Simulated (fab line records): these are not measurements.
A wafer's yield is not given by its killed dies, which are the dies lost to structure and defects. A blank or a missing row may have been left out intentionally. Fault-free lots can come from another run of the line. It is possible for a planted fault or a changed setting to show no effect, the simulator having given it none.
Comparing a struck lot with a sound one | flow nand-harc | 13 steps out of a route of 1302
Sound: these wafers, L972.2, L972.4, L972.5. Wafers L969.2, L969.3, L969.5 were the ones struck. The cause comes at the end.
At each step with rows: each side's tool, then ch and its chambers, then its first start. Under that, the readings that differ: sound wafers | struck wafers | difference of the means | sigmas: that difference in standard deviations of wafers without a fault.
alike: same words and numbers on both sides, and readings whose means sit less than 2 such deviations apart. not compared: any withheld reading, any reading some wafer has no value for, any bound like >300 that may hide the same value, and any number with overlapping values for which the record gives no deviation.
A row with sigmas, a row that says differs or no value, or rows on one side alone: a step with any of these is where the two part. Numbers that don't overlap but have no deviation are shown without sigmas and don't part them. Lack of a reading on every wafer of one side parts them only where that side has two or more wafers.

first, 4 steps without rows for these wafers: NHARC_A_STAIRCASE_STRIP_447 (strips in SPM, time 900 s); NHARC_A_STAIRCASE_PRECLEAN_448 (cleans in SC1); NHARC_A_STAIRCASE_SRD_449; NHARC_A_STAIRCASE_CMP_450 (polishes SiO2, target thk 200 nm).
NHARC_A_STAIRCASE_CMP_152: polishes.
  sound on cmp-01 ch 1,3, day 26 17:26; struck on cmp-01 ch 1,3, day 25 22:39
  alike: motor-current-A
then, 2 steps without rows for these wafers: NHARC_A_STAIRCASE_SRD_154; NHARC_A_STAIRCASE_ETCH_403 (etches SiO2 in dHF, target depth 108.2 nm).
NHARC_A_STAIRCASE_ETCHBACK_422: etches the open film in CH3F/O2, target depth 40 nm, time 74.286 s.
  sound on rie-diel-13 ch 1,3, day 26 17:55; struck on rie-diel-13 ch 1,3, day 25 23:07
  reading               | sound          | struck         | difference | sigmas
  oes-product-au (a.u.) | 0.91 0.93 0.92 | 1.01 0.99 0.98 | +0.07      | +2
  alike: drypump-motor-current-A, rf-vpp-V, showerhead-plenum-p-Torr, throttle-valve-pct
  not compared: rf-hours-counter-h
then, 1 step without rows for these wafers: NHARC_A_STAIRCASE_ETCH_423 (etches SiO2 in dHF, target depth 30 nm).
NHARC_A_STAIRCASE_ETCHBACK_157: etches the open film in CH3F/O2, target depth 90 nm, time 167.14 s.
  sound on rie-diel-13 ch 1,3, day 26 18:17; struck on rie-diel-04 ch 0,3, day 25 23:28
  alike: drypump-motor-current-A, oes-product-au, rf-vpp-V, showerhead-plenum-p-Torr, throttle-valve-pct
  not compared: rf-hours-counter-h
NHARC_A_STAIRCASE_STRIP_475: strips in O2, time 20 s.
  sound on rie-diel-13 ch 0,1,3, day 26 18:31; struck on rie-diel-04 ch 1,2,3
  alike: drypump-motor-current-A, oes-product-au, rf-vpp-V, showerhead-plenum-p-Torr, throttle-valve-pct
  not compared: rf-hours-counter-h
NHARC_A_STAIRCASE_DEP_471: deposits SiO2, target thk 100 nm.
  sound on pecvd-04 ch 1,2, day 26 18:40; struck on pecvd-01 ch 0,1,2, day 26 00:08
  no value came back on the struck wafers for chamber-pressure-Torr (Torr), flow-sccm (sccm), heater-power-w (W), throttle-valve-pct (%); on the sound wafers chamber-pressure-Torr (Torr) reads 6.484 6.467 6.472
NHARC_A_STAIRCASE_CMP_472: polishes SiO2.
  sound on cmp-02 ch 0,2,3, day 26 18:53; struck on cmp-02 ch 0,2,3, day 26 00:22
  alike: motor-current-A

WHERE THEY PART
Earliest at NHARC_A_STAIRCASE_ETCHBACK_422; latest, in this record, at NHARC_A_STAIRCASE_DEP_471. Later steps at which nothing parts them and some readings are alike: NHARC_A_STAIRCASE_CMP_472.

WHY: the cause the simulator had injected
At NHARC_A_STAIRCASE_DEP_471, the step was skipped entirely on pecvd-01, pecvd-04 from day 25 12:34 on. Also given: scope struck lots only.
